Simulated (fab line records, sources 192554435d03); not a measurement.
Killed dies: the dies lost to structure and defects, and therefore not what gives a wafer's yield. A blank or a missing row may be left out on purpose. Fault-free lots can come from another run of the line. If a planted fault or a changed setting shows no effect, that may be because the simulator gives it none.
Chamber matching / flow n5_finfet / rie_diel-06 running N5_BEOL_M3_VIA_ETCH_34: 4 sister chambers
The step etches the open film in C4F6/O2, target depth 69.4 nm, time 65.9 s. 16 wafers are shown with their chamber, then 8 later ones without.

WAFERS PAIRED WITH THEIR CHAMBERS
wafer=L077.2; chamber=1; showerhead_plenum_p_Torr (Torr)=3.00; rf_vpp_V (V)=679; throttle_valve_pct (%)=30.3
wafer=L077.4; chamber=0; showerhead_plenum_p_Torr (Torr)=2.81; rf_vpp_V (V)=668; throttle_valve_pct (%)=30.9
wafer=L077.6; chamber=0; showerhead_plenum_p_Torr (Torr)=2.81; rf_vpp_V (V)=666; throttle_valve_pct (%)=30.9
wafer=L081.4; chamber=0; showerhead_plenum_p_Torr (Torr)=2.80; rf_vpp_V (V)=665; throttle_valve_pct (%)=30.9
wafer=L081.5; chamber=1; showerhead_plenum_p_Torr (Torr)=2.99; rf_vpp_V (V)=681; throttle_valve_pct (%)=30.3
wafer=L081.6; chamber=0; showerhead_plenum_p_Torr (Torr)=2.80; rf_vpp_V (V)=667; throttle_valve_pct (%)=31.0
wafer=L082.1; chamber=0; showerhead_plenum_p_Torr (Torr)=2.80; rf_vpp_V (V)=667; throttle_valve_pct (%)=31.0
wafer=L082.5; chamber=0; showerhead_plenum_p_Torr (Torr)=2.80; rf_vpp_V (V)=668; throttle_valve_pct (%)=31.0
wafer=L082.6; chamber=3; showerhead_plenum_p_Torr (Torr)=2.77; rf_vpp_V (V)=642; throttle_valve_pct (%)=30.4
wafer=L084.1; chamber=0; showerhead_plenum_p_Torr (Torr)=2.80; rf_vpp_V (V)=668; throttle_valve_pct (%)=31.0
wafer=L084.3; chamber=2; showerhead_plenum_p_Torr (Torr)=2.75; rf_vpp_V (V)=679; throttle_valve_pct (%)=31.3
wafer=L084.4; chamber=1; showerhead_plenum_p_Torr (Torr)=2.99; rf_vpp_V (V)=680; throttle_valve_pct (%)=30.3
wafer=L085.1; chamber=0; showerhead_plenum_p_Torr (Torr)=2.80; rf_vpp_V (V)=666; throttle_valve_pct (%)=31.0
wafer=L085.3; chamber=3; showerhead_plenum_p_Torr (Torr)=2.77; rf_vpp_V (V)=643; throttle_valve_pct (%)=30.5
wafer=L085.5; chamber=0; showerhead_plenum_p_Torr (Torr)=2.80; rf_vpp_V (V)=665; throttle_valve_pct (%)=30.9
wafer=L093.2; chamber=2; showerhead_plenum_p_Torr (Torr)=2.74; rf_vpp_V (V)=680; throttle_valve_pct (%)=31.4

SIGNATURES, as means of the wafers listed above
reading=showerhead_plenum_p_Torr; chamber 0=2.8022; chamber 1=2.9933; chamber 2=2.7450; chamber 3=2.7700; scatter within a chamber=0.00476
reading=rf_vpp_V; chamber 0=666.67; chamber 1=680.00; chamber 2=679.50; chamber 3=642.50; scatter within a chamber=1.12
reading=throttle_valve_pct; chamber 0=30.956; chamber 1=30.300; chamber 2=31.350; chamber 3=30.450; scatter within a chamber=0.0518
Rule: for a wafer and a chamber, the distance is found by dividing, reading by reading, the gap between the wafer's reading and the chamber's mean by the reading's scatter, squaring, summing and taking the root. The wafer belongs to the nearest chamber; if the next one is less than 2 further off, it can't be placed. The scatter is the square root of a quotient: the sum, over the shown wafers, of each reading's squared deviation from its chamber's mean, divided by wafers minus chambers.

WAFERS WHOSE CHAMBER IS MISSING
wafer=L093.4; showerhead_plenum_p_Torr (Torr)=2.98; rf_vpp_V (V)=681; throttle_valve_pct (%)=30.3
wafer=L093.5; showerhead_plenum_p_Torr (Torr)=2.74; rf_vpp_V (V)=680; throttle_valve_pct (%)=31.4
wafer=L094.2; showerhead_plenum_p_Torr (Torr)=2.98; rf_vpp_V (V)=679; throttle_valve_pct (%)=30.3
wafer=L094.4; showerhead_plenum_p_Torr (Torr)=2.74; rf_vpp_V (V)=681; throttle_valve_pct (%)=31.4
wafer=L094.6; showerhead_plenum_p_Torr (Torr)=2.98; rf_vpp_V (V)=681; throttle_valve_pct (%)=30.3
wafer=L097.4; showerhead_plenum_p_Torr (Torr)=2.74; rf_vpp_V (V)=680; throttle_valve_pct (%)=31.3
wafer=L097.5; showerhead_plenum_p_Torr (Torr)=2.76; rf_vpp_V (V)=642; throttle_valve_pct (%)=30.5
wafer=L097.6; showerhead_plenum_p_Torr (Torr)=2.79; rf_vpp_V (V)=667; throttle_valve_pct (%)=30.9

CHAMBER TAKEN BY EACH
wafer=L093.4; from the rows above=1; in truth=1
wafer=L093.5; from the rows above=2; in truth=2
wafer=L094.2; from the rows above=1; in truth=1
wafer=L094.4; from the rows above=2; in truth=2
wafer=L094.6; from the rows above=1; in truth=1
wafer=L097.4; from the rows above=2; in truth=2
wafer=L097.5; from the rows above=3; in truth=3
wafer=L097.6; from the rows above=0; in truth=0
Correctly placed: 8 of 8. Can't be placed from these rows: 0. Wrongly placed: 0.
